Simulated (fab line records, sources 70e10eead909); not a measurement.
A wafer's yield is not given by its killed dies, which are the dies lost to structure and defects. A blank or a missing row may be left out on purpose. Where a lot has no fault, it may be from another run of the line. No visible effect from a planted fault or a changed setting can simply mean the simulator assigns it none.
Matching of chambers -- flow nand-harc -- NHARC_A_M0_DEP_32 on pecvd-04: 3 sister chambers
The step deposits SiCN, target thk 30 nm. 16 wafers are shown with their chamber, then 8 later ones without.

WAFERS, EACH WITH ITS CHAMBER
wafer,chamber,heater-power-w (W)
L074.2,0,645
L074.3,2,503
L074.5,1,465
L079.1,1,460
L079.2,0,694
L079.4,0,691
L080.1,0,682
L080.2,2,502
L080.3,1,556
L081.3,1,536
L081.4,2,557
L081.5,0,629
L091.2,2,514
L091.4,1,521
L091.5,0,608
L092.2,1,450

SIGNATURES, as means of the wafers listed above
reading,chamber 0,chamber 1,chamber 2,scatter within a chamber
heater-power-w,658.17,498.00,519.00,37.9
Rule: a wafer's distance from a chamber is the root of the sum, over the readings, of the square of ((its reading less the chamber's mean) divided by the reading's scatter). The wafer belongs to the nearest chamber; if the next one is less than 2 further off, it can't be placed. The scatter: take each reading less its chamber's mean, square it, sum over the shown wafers, divide by the number of wafers less the number of chambers, and take the root.

WAFERS WITH NO CHAMBER GIVEN
wafer,heater-power-w (W)
L092.5,523
L092.6,690
L094.2,622
L094.3,499
L094.4,496
L096.1,481
L096.2,537
L096.3,670

THE CHAMBER EACH PASSED THROUGH
wafer,from the rows above,in truth
L092.5,can't be placed: 2 or 1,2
L092.6,0,0
L094.2,can't be placed: 0 or 2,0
L094.3,can't be placed: 1 or 2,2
L094.4,can't be placed: 1 or 2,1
L096.1,can't be placed: 1 or 2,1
L096.2,can't be placed: 2 or 1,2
L096.3,0,0
Correctly placed: 2 of 8. Cannot be placed on the basis of these rows: 6; the candidates contain the true chamber in 6. 0 placed wrongly.
